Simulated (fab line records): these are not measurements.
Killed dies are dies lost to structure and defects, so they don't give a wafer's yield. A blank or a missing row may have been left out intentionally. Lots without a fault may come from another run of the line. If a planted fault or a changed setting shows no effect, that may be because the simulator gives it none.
fab line records	flow n5-finfet
record lots=6	wafers=18	last-day=17
route steps=1938 shown DUMMY_GATE@252 SPACER0@258 SD_EPI_N@262 BEOL_M4@1111 PASSIVATION@1936
lots that met no fault: from a run of the same line without faults
start-h: hours from the record's first day to the start of the lot's first wafer shown	wait-h: hours elapsed since this lot's preceding step	" identical to the entry in the row above	L1.1+2: a single row standing in for several wafers	- value missing, or start not given	* or withheld: withheld	< > ~ a bound
route shown NAME@n: names a module that has steps shown in the file, with the first one's number in the route	usual: mean/standard deviation of fault-free wafers	same: alike in all rows	chamber/n: place in a boat	sites: each site's reading	_std_site: standard deviation across them	_edge_site: outer sites' mean less inner sites'	radius-mm: for every site, how far away it sits from the centre of the wafer	mask NAME#n: copy n	behind: the most recent tool/chamber to have shaped the wafer	hold: reason for holding the lot/hours on hold/outcome of the hold	device: transistor that didn't switch, given as n, p or np	end of line: at the end of the route, the tests of the same wafers	a step given without rows: its recipe and nothing more	killed: dies lost to structure and defects at the first sort, not the wafer's yield	map: shows each die of a wafer: x if killed, . if not, _ if none is there
set.NAME: setting as actually run; set.NAME@STEP: the setting as run at that earlier step	model.NAME: the simulator's own value behind a step, which no gauge read
lots at selected steps of the route; one table per step, one row per wafer
services: from which hour (start-h, from the record's first day; less than 0 if before it) a tool's chamber was out of use, for how many hours, and why
## steps
# step N5_DUMMY_GATE_PRECLEAN_33
# recipe chemistry=dHF	time-s=10	dilution=750:1	temp-c=25
# step N5_DUMMY_GATE_PRECLEAN_25
# recipe chemistry=O3/DIW	time-s=45	temp-c=22	o3-ppm=10
# step N5_DUMMY_GATE_PRECLEAN_51
# recipe chemistry=SC2	time-s=45	temp-c=35	mix=1:1:50
# step N5_DUMMY_GATE_SRD_26
# recipe dry=ipa-marangoni	time-s=30	temp-c=23	rinse-liquid=diw
# step N5_DUMMY_GATE_UV_OZONE_45
# recipe time-s=120	pressure-torr=760	temp-c=25
# step N5_DUMMY_GATE_INSPECT_27
# recipe inspect-instrument=brightfield	mode=aei
# usual raw-defect-count=305/92
lot.wafer	tool	chamber	start-h	wait-h	raw-defect-count
L707.2	defect-inspect-01	-	56.06	0.0	312
L707.3	"	-	"	"	304
L707.6	"	-	"	"	178
L713.2	defect-inspect-02	-	90.82	0.0	287
L713.4	"	-	"	"	441
L713.5	"	-	"	"	353
L722.3	defect-inspect-02	-	153.36	0.0	243
L722.4	"	-	"	"	260
L722.5	"	-	"	"	314
L724.3	defect-inspect-02	-	161.32	0.0	388
L724.5	"	-	"	"	256
L724.6	"	-	"	"	462
L725.2	defect-inspect-01	-	166.24	0.0	331
L725.5	"	-	"	"	208
L725.6	"	-	"	"	308
L727.1	defect-inspect-02	-	174.35	0.0	294
L727.3	"	-	"	"	325
L727.6	"	-	"	"	238
# step N5_SPACER0_ALD_07
# recipe material=SiNx	target-thk-a=20	temp-c=400	ald-precursor-family=SiH2I2	ald-co-reactant=N2/H2-plasma	pressure-torr=2
# usual heater-power-w=843/94
lot.wafer	tool	chamber	start-h	wait-h	heater-power-w
L707.2	ald-sin-01	1	57.75	1.7	695
L707.3	"	2	"	"	924
L707.6	"	3	"	"	798
L713.2	ald-sin-03	1	90.86	0.0	735
L713.4	"	2	"	"	755
L713.5	"	0	"	"	921
L722.3	ald-sin-01	0	153.40	0.0	818
L722.4	"	2	"	"	942
L722.5	"	2	"	"	923
L724.3	ald-sin-03	3	161.35	0.0	841
L724.5	"	3	"	"	807
L724.6	"	0	"	"	908
L725.2	ald-sin-03	2	166.28	0.0	777
L725.5	"	2	"	"	804
L725.6	"	1	"	"	725
L727.1	ald-sin-04	3	175.02	0.7	980
L727.3	"	0	"	"	917
L727.6	"	1	"	"	780
# step N5_SPACER0_ALD_00
# recipe material=SiOCN	target-thk-a=35	temp-c=400	ald-precursor-family=alkyl-aminosilane	ald-co-reactant=O2/N2-plasma	pulse-time-s=3	purge-time-s=2	co-reactant-purge-time-s=2	ald-cycles=58	pressure-torr=2
# usual heater-power-w=843/92	precursor-pulse-height-rel=0.998/0.021
lot.wafer	tool	chamber	start-h	wait-h	heater-power-w	precursor-pulse-height-rel
L707.2	ald-sin-01	1	57.90	0.1	690	1.000
L707.3	"	2	"	"	921	0.991
L707.6	"	3	"	"	791	1.010
L713.2	ald-sin-03	1	91.01	0.1	718	0.995
L713.4	"	2	"	"	770	0.989
L713.5	"	0	"	"	912	1.009
L722.3	ald-sin-01	0	153.55	0.1	833	1.044
L722.4	"	2	"	"	924	1.006
L722.5	"	2	"	"	916	1.016
L724.3	ald-sin-03	3	161.51	0.1	833	0.971
L724.5	"	3	"	"	837	0.978
L724.6	"	0	"	"	922	1.028
L725.2	ald-sin-03	2	166.43	0.1	791	1.000
L725.5	"	2	"	"	763	0.991
L725.6	"	1	"	"	726	0.999
L727.1	ald-sin-04	3	175.17	0.1	1002	0.985
L727.3	"	0	"	"	919	1.007
L727.6	"	1	"	"	777	0.999
# step N5_SPACER0_ALD_08
# recipe material=SiNx	target-thk-a=20	temp-c=400	ald-precursor-family=SiH2I2	ald-co-reactant=N2/H2-plasma	pressure-torr=2
# usual heater-power-w=842/94
lot.wafer	tool	chamber	start-h	wait-h	heater-power-w
L707.2	ald-sin-01	1	58.16	0.1	713
L707.3	"	2	"	"	939
L707.6	"	3	"	"	785
L713.2	ald-sin-03	1	91.27	0.1	713
L713.4	"	2	"	"	762
L713.5	"	0	"	"	891
L722.3	ald-sin-01	0	153.81	0.1	827
L722.4	"	2	"	"	949
L722.5	"	2	"	"	926
L724.3	ald-sin-03	3	161.76	0.1	824
L724.5	"	3	"	"	829
L724.6	"	0	"	"	915
L725.2	ald-sin-03	2	166.69	0.1	770
L725.5	"	2	"	"	762
L725.6	"	1	"	"	726
L727.1	ald-sin-04	3	175.43	0.1	989
L727.3	"	0	"	"	920
L727.6	"	1	"	"	751
# step N5_SPACER0_INSPECT_04
# recipe inspect-instrument=darkfield	mode=post-dep
# usual raw-defect-count=137/42
lot.wafer	tool	chamber	start-h	wait-h	raw-defect-count
L707.2	defect-inspect-02	-	58.32	0.1	202
L707.3	"	-	"	"	153
L707.6	"	-	"	"	126
L713.2	defect-inspect-01	-	91.43	0.1	105
L713.4	"	-	"	"	149
L713.5	"	-	"	"	111
L722.3	defect-inspect-01	-	153.97	0.1	82
L722.4	"	-	"	"	108
L722.5	"	-	"	"	115
L724.3	defect-inspect-02	-	161.92	0.1	208
L724.5	"	-	"	"	124
L724.6	"	-	"	"	250
L725.2	defect-inspect-02	-	166.84	0.1	157
L725.5	"	-	"	"	116
L725.6	"	-	"	"	141
L727.1	defect-inspect-01	-	175.59	0.1	122
L727.3	"	-	"	"	154
L727.6	"	-	"	"	100
# step N5_SD_EPI_N_COAT_32
# recipe resist=SOC	temp-c=250	time-s=60	spin-rpm=1500	resist-thk-nm=350
# step N5_SD_EPI_N_COAT_33
# recipe resist=SiARC	temp-c=220	time-s=60	spin-rpm=1500	resist-thk-nm=35
# step N5_SD_EPI_N_COAT_03
# recipe resist=CAR-ArF-block	spin-rpm=1500	resist-thk-nm=150
# usual spin-speed-rpm=1500.0/0.92
lot.wafer	tool	chamber	start-h	wait-h	spin-speed-rpm	model.CAR-ArF-block_of_SD_EPI_N_COAT_03.thk-nm
L707.2	litho-track-01	0	58.35	-	1501.9	150.4
L707.3	"	0	"	"	1500.5	150.2
L707.6	"	0	"	"	1500.3	150.4
L713.2	litho-track-05	0	91.46	-	1500.8	150.8
L713.4	"	0	"	"	1500.1	150.2
L713.5	"	0	"	"	1500.6	149.8
L722.3	litho-track-05	0	154.00	-	1421.5	154
L722.4	"	0	"	"	1421.0	154
L722.5	"	0	"	"	1421.0	154.2
L724.3	litho-track-05	0	161.96	-	1422.5	153.8
L724.5	"	0	"	"	1421.6	154
L724.6	"	0	"	"	1420.3	154
L725.2	litho-track-04	0	166.88	-	1500.0	149.8
L725.5	"	0	"	"	1499.6	149.8
L725.6	"	0	"	"	1500.9	149.8
L727.1	litho-track-04	0	175.63	-	1498.6	149.8
L727.3	"	0	"	"	1498.7	150
L727.6	"	0	"	"	1498.8	150.4
# step N5_SD_EPI_N_EBR_05
# recipe solvent=PGMEA	ebr-width-mm=1.5
# step N5_SD_EPI_N_SOFTBAKE_04
# recipe temp-c=110	time-s=60	resist=CAR-ArF-block
# step N5_SD_EPI_N_EXPOSE_06
# recipe mask-id=SD_N_BLK	na=1.35	source-shape=conventional	sigma-outer=0.8	polarization=unpolarized	target-cd-nm=120	dose-mj=39.75
# step N5_SD_EPI_N_PEB_07
# recipe peb-temp-c=110	peb-time-s=60	resist=CAR-ArF-block
# step N5_SD_EPI_N_DEVELOP_08
# recipe develop-time-s=30	developer=TMAH	resist=CAR-ArF-block	dev-temp-c=23	rinse-liquid=diw	dry=air-spin
# step N5_SD_EPI_N_CD_MEAS_09
# recipe target-cd-nm=120	landing-energy-ev=500	detector=se-inlens
# usual cd-nm=120.1/0.61
lot.wafer	tool	chamber	start-h	wait-h	cd-nm
L707.2	cd-sem-03	0	58.71	-	120.3
L707.3	"	0	"	"	120.6
L707.6	"	0	"	"	119.4
L713.2	cd-sem-01	0	91.70	-	120.6
L713.4	"	0	"	"	119.8
L713.5	"	0	"	"	120.1
L722.3	cd-sem-02	0	154.24	-	120.0
L722.4	"	0	"	"	119.7
L722.5	"	0	"	"	119.8
L724.3	cd-sem-01	0	162.32	-	120.8
L724.5	"	0	"	"	120.8
L724.6	"	0	"	"	120.6
L725.2	cd-sem-02	0	167.24	-	120.5
L725.5	"	0	"	"	119.9
L725.6	"	0	"	"	120.7
L727.1	cd-sem-01	0	175.99	-	121.1
L727.3	"	0	"	"	118.7
L727.6	"	0	"	"	119.3
# step N5_SD_EPI_N_OVL_MEAS_10
# recipe points-per-wafer=44
# usual SD_N_BLK_OVL=-0.2/0.75
lot.wafer	tool	chamber	start-h	wait-h	SD_N_BLK_OVL[nm]
L707.2	overlay-01	0	58.74	0.0	-0.8
L707.3	"	0	"	"	-1.0
L707.6	"	0	"	"	0.3
L713.2	overlay-01	0	91.73	0.0	0.3
L713.4	"	0	"	"	-1.1
L713.5	"	0	"	"	0.6
L722.3	overlay-02	0	154.27	0.0	0.2
L722.4	"	0	"	"	0.1
L722.5	"	0	"	"	-1.3
L724.3	overlay-02	0	162.35	0.0	1.4
L724.5	"	0	"	"	0.3
L724.6	"	0	"	"	0.8
L725.2	overlay-01	0	167.27	0.0	-0.4
L725.5	"	0	"	"	0.6
L725.6	"	0	"	"	0.7
L727.1	overlay-02	0	176.02	0.0	0.3
L727.3	"	0	"	"	-1.1
L727.6	"	0	"	"	-0.5
# step N5_SD_EPI_N_INSPECT_11
# recipe mode=adi	inspect-instrument=macro
# usual raw-defect-count=2.1/1.4
lot.wafer	tool	chamber	start-h	wait-h	raw-defect-count
L707.2	defect-inspect-02	-	58.77	0.0	4
L707.3	"	-	"	"	4
L707.6	"	-	"	"	3
L713.2	defect-inspect-02	-	91.75	0.0	3
L713.4	"	-	"	"	1
L713.5	"	-	"	"	1
L722.3	defect-inspect-01	-	154.29	0.0	2
L722.4	"	-	"	"	1
L722.5	"	-	"	"	3
L724.3	defect-inspect-01	-	162.38	0.0	1
L724.5	"	-	"	"	2
L724.6	"	-	"	"	0
L725.2	defect-inspect-02	-	167.30	0.0	4
L725.5	"	-	"	"	2
L725.6	"	-	"	"	1
L727.1	defect-inspect-02	-	176.04	0.0	2
L727.3	"	-	"	"	0
L727.6	"	-	"	"	1
# step N5_SD_EPI_N_DESCUM_14
# recipe chemistry=O2	time-s=7.9	source-power-w=50	bias-power-w=20	pressure-mtorr=20	rf-frequency-hz=2.712e+07	temp-c=40	resist=CAR-ArF-block	o2-flow-sccm=225
# usual drypump-motor-current-A=5.7/0.39	oes-product-au=0.74/0.049	rf-vpp-V=243.1/1.5	showerhead-plenum-p-Torr=2.08/0.085	temp-c=40.01/0.11	throttle-valve-pct=20.49/0.14
lot.wafer	tool	chamber	start-h	wait-h	drypump-motor-current-A	oes-product-au	rf-hours-counter-h	rf-vpp-V	showerhead-plenum-p-Torr	temp-c	throttle-valve-pct
L707.2	rie-diel-05	3	58.84	0.1	5.1	0.75	158	242.5	2.08	40.06	20.34
L707.3	"	2	"	"	5.4	0.70	198	242.9	1.99	40.03	20.40
L707.6	"	2	"	"	5.5	0.70	-	241.8	1.99	39.95	20.41
L713.2	rie-diel-06	0	91.79	0.0	6.0	0.80	112	245.2	2.22	39.92	20.59
L713.4	"	3	"	"	5.8	0.81	102	244.4	2.20	40.02	20.48
L713.5	"	1	"	"	5.8	0.74	-	242.9	2.06	40.10	20.61
L722.3	rie-diel-05	0	154.49	0.2	5.3	0.77	146	241.7	1.90	40.06	20.55
L722.4	"	3	"	"	5.1	0.72	195	242.9	2.07	40.20	20.40
L722.5	"	3	"	"	5.1	0.73	-	242.4	2.07	39.97	20.40
L724.3	rie-diel-06	0	162.41	0.0	6.0	0.77	137	242.3	2.21	39.95	20.62
L724.5	"	0	"	"	6.0	0.77	-	245.3	2.21	40.08	20.61
L724.6	"	1	"	"	5.8	0.72	-	241.8	2.05	40.04	20.66
L725.2	rie-diel-06	2	167.33	0.0	5.6	0.69	208	240.3	1.99	39.95	20.53
L725.5	"	2	"	"	5.6	0.70	-	242.2	1.99	40.05	20.54
L725.6	"	1	"	"	5.7	0.71	-	243.4	2.05	39.95	20.65
L727.1	rie-diel-01	0	176.08	0.0	5.5	0.81	79	244.1	2.12	40.10	20.28
L727.3	"	3	"	"	5.3	0.71	215	242.9	2.07	40.21	20.37
L727.6	"	2	"	"	6.4	0.67	-	244.3	2.14	39.81	20.33
# step N5_SD_EPI_N_ETCH_34
# recipe chemistry=CF4	target=SiARC	target-depth-a=455	mask-material=CAR-ArF-block	time-s=75.8	ion-energy-ev=80	pressure-mtorr=40	source-w=545	bias-w=36	Ar_flow_sccm=100	cf4-flow-sccm=100	ends=cleared
# usual drypump-motor-current-A=5.7/0.38	etch-rf-on-time-s=76.3/1.8	oes-product-au=0.64/0.037	rf-vpp-V=183.9/1.3	showerhead-plenum-p-Torr=2.13/0.076	throttle-valve-pct=15.70/0.19
lot.wafer	tool	chamber	start-h	wait-h	drypump-motor-current-A	etch-rf-on-time-s	oes-product-au	rf-hours-counter-h	rf-vpp-V	showerhead-plenum-p-Torr	throttle-valve-pct	model.CAR-ArF-block_of_SD_EPI_N_COAT_03.thk-nm
L707.2	rie-diel-05	3	58.88	0.0	5.1	75.7	0.64	158	183.5	2.15	15.61	111.4
L707.3	"	2	"	"	5.4	77.3	0.61	198	183.2	2.04	15.63	111.2
L707.6	"	2	"	"	5.4	77.0	0.61	-	183.0	2.04	15.64	111.4
L713.2	rie-diel-06	0	91.82	0.0	6.0	78.8	0.67	112	186.4	2.23	15.52	112
L713.4	"	3	"	"	5.7	76.7	0.69	102	186.0	2.25	15.65	111.4
L713.5	"	1	"	"	5.7	73.9	0.63	-	184.1	2.14	15.97	110.8
L722.3	rie-diel-05	0	154.52	0.0	5.3	76.0	0.65	146	182.6	1.98	15.81	115
L722.4	"	3	"	"	5.1	76.2	0.62	195	183.3	2.13	15.69	115.2
L722.5	"	3	"	"	5.1	75.7	0.62	-	184.1	2.14	15.68	115.4
L724.3	rie-diel-06	0	162.44	0.0	6.0	80.8	0.64	137	185.1	2.22	15.58	114.6
L724.5	"	0	"	"	6.1	81.3	0.65	-	185.4	2.22	15.56	114.8
L724.6	"	1	"	"	5.8	75.5	0.62	-	184.6	2.13	16.00	114.6
L725.2	rie-diel-06	2	167.36	0.0	5.5	74.9	0.60	208	181.4	2.04	15.68	110.8
L725.5	"	2	"	"	5.6	76.0	0.60	-	182.9	2.04	15.68	110.6
L725.6	"	1	"	"	5.7	75.1	0.61	-	183.8	2.13	16.00	110.6
L727.1	rie-diel-01	0	176.11	0.0	5.5	77.0	0.67	79	183.7	2.16	15.36	110.8
L727.3	"	3	"	"	5.3	77.0	0.60	215	183.7	2.12	15.65	111
L727.6	"	2	"	"	6.4	75.4	0.58	-	185.0	2.19	15.64	111.2
# step N5_SD_EPI_N_ETCH_35
# recipe chemistry=N2/H2	target=SOC	overetch-a=1080	mask-material=SiARC	temp-c=40	ion-energy-ev=100	source-w=3000	bias-w=133	pressure-mtorr=20	time-s=486	n2-flow-sccm=200	h2-flow-sccm=200
# usual drypump-motor-current-A=5.7/0.39	oes-product-au=0.67/0.041	rf-vpp-V=240.6/1.5	showerhead-plenum-p-Torr=2.53/0.092	temp-c=40.01/0.11	throttle-valve-pct=23.9/0.33
lot.wafer	tool	chamber	start-h	wait-h	drypump-motor-current-A	oes-product-au	rf-hours-counter-h	rf-vpp-V	showerhead-plenum-p-Torr	temp-c	throttle-valve-pct
L707.2	rie-diel-05	3	58.93	0.0	5.1	0.68	158	241.4	2.51	39.98	23.6
L707.3	"	2	"	"	5.4	0.65	198	240.5	2.42	39.94	23.8
L707.6	"	2	"	"	5.5	0.64	-	238.4	2.41	39.98	23.8
L713.2	rie-diel-06	0	91.88	0.0	6.0	0.72	112	241.9	2.66	40.05	24.0
L713.4	"	3	"	"	5.7	0.72	102	243.2	2.65	39.88	23.4
L713.5	"	1	"	"	5.8	0.66	-	241.1	2.53	40.04	24.4
L722.3	rie-diel-05	0	154.58	0.0	5.3	0.68	146	237.8	2.35	40.01	24.3
L722.4	"	3	"	"	5.1	0.66	195	240.7	2.50	39.98	23.7
L722.5	"	3	"	"	5.2	0.65	-	241.7	2.50	40.04	23.7
L724.3	rie-diel-06	0	162.50	0.0	6.0	0.70	138	243.0	2.65	40.00	24.0
L724.5	"	0	"	"	6.0	0.70	-	242.6	2.65	39.95	24.0
L724.6	"	1	"	"	5.8	0.64	-	239.9	2.52	40.05	24.5
L725.2	rie-diel-06	2	167.42	0.0	5.6	0.63	208	237.9	2.41	40.20	23.9
L725.5	"	2	"	"	5.6	0.62	-	240.0	2.41	40.06	23.9
L725.6	"	1	"	"	5.7	0.64	-	241.2	2.52	40.06	24.5
L727.1	rie-diel-01	0	176.17	0.0	5.5	0.71	79	242.0	2.57	40.09	23.6
L727.3	"	3	"	"	5.3	0.64	215	239.6	2.53	40.09	23.7
L727.6	"	2	"	"	6.4	0.61	-	242.6	2.61	40.07	23.5
# step N5_BEOL_M4_RC_MEAS_101
# usual DIBL_N=35.9/1.4	DIBL_P=35.9/1.7	IOFF_N=0.160/0.026	IOFF_P=0.21/0.036	ION_N=672/11	ION_P=461/8.1	SS_N=71.4/0.54	SS_P=73.2/0.67	VT_N=249.3/2.7	VT_P=-250/3.9
lot.wafer	tool	chamber	start-h	wait-h	DIBL_N[mV/V]	DIBL_P[mV/V]	IOFF_N[nA/um]	IOFF_P[nA/um]	ION_N[uA/um]	ION_P[uA/um]	SS_N[mV/dec]	SS_P[mV/dec]	VT_N[mV]	VT_P[mV]
L707.2	prober-01	0	173.06	0.2	33.3	32.8	0.111	0.18	655	460	70.6	72.5	255.3	-251
L707.3	"	0	"	"	36.3	35.6	0.164	0.21	663	455	71.6	73.4	250.1	-249
L707.6	"	0	"	"	37.9	37.8	0.186	0.25	670	467	72.3	74.5	246.5	-247
L713.2	prober-01	0	208.83	0.2	37.1	36.9	0.186	0.25	668	463	71.2	73.8	245.6	-246
L713.4	"	0	"	"	35.4	33.7	0.149	0.19	678	465	71.2	72.4	249.2	-250
L713.5	"	0	"	"	35.9	35.5	0.161	0.23	674	477	70.9	73.4	248.7	-245
L722.3	prober-01	0	266.15	0.3	36.5	33.9	0.162	0.19	663	448	72.6	72.6	252.6	-253
L722.4	"	0	"	"	35.8	34.6	0.165	0.19	675	454	72.0	73.0	249.6	-252
L722.5	"	0	"	"	36.2	34.7	0.167	0.20	662	455	71.4	73.5	249.7	-250
L724.3	prober-01	0	276.71	0.3	33.5	34.0	0.117	0.17	658	454	71.0	71.9	252.2	-251
L724.5	"	0	"	"	36.8	36.8	0.183	0.21	661	453	72.2	72.8	247.1	-247
L724.6	"	0	"	"	35.8	35.9	0.159	0.20	665	457	71.8	72.4	249.5	-250
L725.2	prober-01	0	288.54	0.2	36.4	36.7	0.167	0.25	660	463	72.0	73.4	248.3	-246
L725.5	"	0	"	"	35.1	35.9	0.154	0.23	675	472	71.9	73.7	248.9	-247
L725.6	"	0	"	"	33.6	32.9	0.123	0.20	657	461	71.4	72.8	251.9	-250
L727.1	prober-02	0	291.59	0.0	37.4	37.5	0.186	0.24	686	467	71.7	73.2	244.6	-249
L727.3	"	0	"	"	36.3	35.5	0.146	0.21	669	461	71.2	72.5	250.1	-248
L727.6	"	0	"	"	37.3	36.0	0.164	0.21	661	456	71.2	73.2	250.7	-252
# step N5_PASSIVATION_PROBE_49
# usual defect-limited-yield=90.9/1.5	killed_at_M0_to_M3=35/10	killed_at_M4_up=14/5.2	killed-at-contacts=13/7.3	killed-at-front-end=42/12	killed-at-other=3.4/2.5	killed-dies=108/18	killed-open=70/13	killed-short=35/8	sort_bin_5_function=5.4/1	sort_bin_6_memory=3.4/0.71	sort-n-pass=1072/18	sort-yield-pct=90.9/1.5
# same gross-dies=1180	killed-at-back-side=0	sort_bin_4_leakage[%]=0	sort_bin_8_speed[%]=0
lot.wafer	tool	chamber	start-h	wait-h	defect-limited-yield[%]	killed_at_M0_to_M3	killed_at_M4_up	killed-at-contacts	killed-at-front-end	killed-at-other	killed-dies	killed-open	killed-short	sort_bin_5_function[%]	sort_bin_6_memory[%]	sort-n-pass	sort-yield-pct[%]
L707.2	prober-01	-	272.18	0.1	92.8	27	8	13	33	4	85	53	29	4.5	2.7	1095	92.8
L707.3	prober-01	-	272.23	0.1	90.9	31	19	12	42	3	107	76	30	6.2	2.7	1073	90.9
L707.6	prober-01	-	272.38	0.3	92.7	25	8	8	43	2	86	53	29	4.8	1.9	1094	92.7
# killed by level:class
L707.2 MOL_CONTACT_COAG:geometric-particle:open=11 STI_FIN_REVEAL:geometric-particle:open=7 BEOL_M2:geometric-particle:open=7 BEOL_M0_SAQP:geometric-particle:short=6 BEOL_M0_SAQP:geometric-particle:open=4 DUMMY_GATE:geometric-particle:open=4 BEOL_M4:geometric-particle:open=4 PASS1_CAP:geometric-particle:short=4
L707.3 STI_FIN_REVEAL:geometric-particle:open=12 MOL_CONTACT_COAG:geometric-particle:open=10 BEOL_M1:geometric-particle:open=7 FIN_SAQP:geometric-particle:open=6 BEOL_M0_SAQP:geometric-particle:short=6 BEOL_M0:geometric-particle:open=6 BEOL_M5:geometric-particle:open=6 BEOL_M2:geometric-particle:open=5
L707.6 FIN_SAQP:geometric-particle:open=6 STI_FIN_REVEAL:geometric-particle:open=6 GATE_CUT:geometric-particle:short=6 MOL_CONTACT_COAG:geometric-particle:open=6 BEOL_M2:geometric-particle:open=6 FIN_SAQP:geometric-particle:short=5 DUMMY_GATE:geometric-particle:open=5 BEOL_M0_SAQP:geometric-particle:short=5
## services
tool	chamber	start-h	hours	kind
rie-diel-05	1	35.97	1.5	repair
rie-diel-01	-	38.30	0.8	repair
rie-diel-01	-	39.22	13.9	repair
ald-sin-03	3	42.21	1.8	repair
ald-sin-03	-	44.84	14.6	pm
ald-sin-04	1	63.88	16.2	repair
ald-sin-01	-	93.35	1.7	repair
litho-track-04	-	98.93	-	consumable-replace:filter
ald-sin-03	2	102.83	8.4	repair
litho-track-05	-	124.73	-	consumable-replace:filter
rie-diel-06	2	130.51	8.3	repair
rie-diel-05	1	139.24	-	clean
rie-diel-05	1	139.24	-	consumable-replace:focus-ring
rie-diel-05	1	139.24	-	consumable-replace:showerhead
rie-diel-05	1	139.24	12.1	scheduled-down
rie-diel-05	1	139.24	12.1	vent-cycle
rie-diel-06	3	159.99	6.8	repair
litho-track-05	-	173.90	-	consumable-replace:filter
## key
first-sign step=N5_SD_EPI_N_COAT_03	reading=spin-speed-rpm	direction=down	sigmas=86	usual=*	struck=*
effect none on later readings
model-effect step=N5_SD_EPI_N_COAT_03	value=CAR-ArF-block_of_SD_EPI_N_COAT_03.thk-nm	without=149.9	struck=154
model-effect step=N5_SD_EPI_N_ETCH_34	value=CAR-ArF-block_of_SD_EPI_N_COAT_03.thk-nm	without=110.8	struck=114.9
met-at N5_SD_EPI_N_COAT_03
struck-wafers L722.3,L722.4,L722.5,L724.3,L724.5,L724.6
onset-between 91.46 154.00
fault kind=process-parameter-drift	tool=litho-track-05	chamber=-	onset-h=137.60	steps=N5_SD_EPI_N_COAT_03	channel=spin-rpm	offset=*	shape=step	end-h=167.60	acts-in=*	stated=*
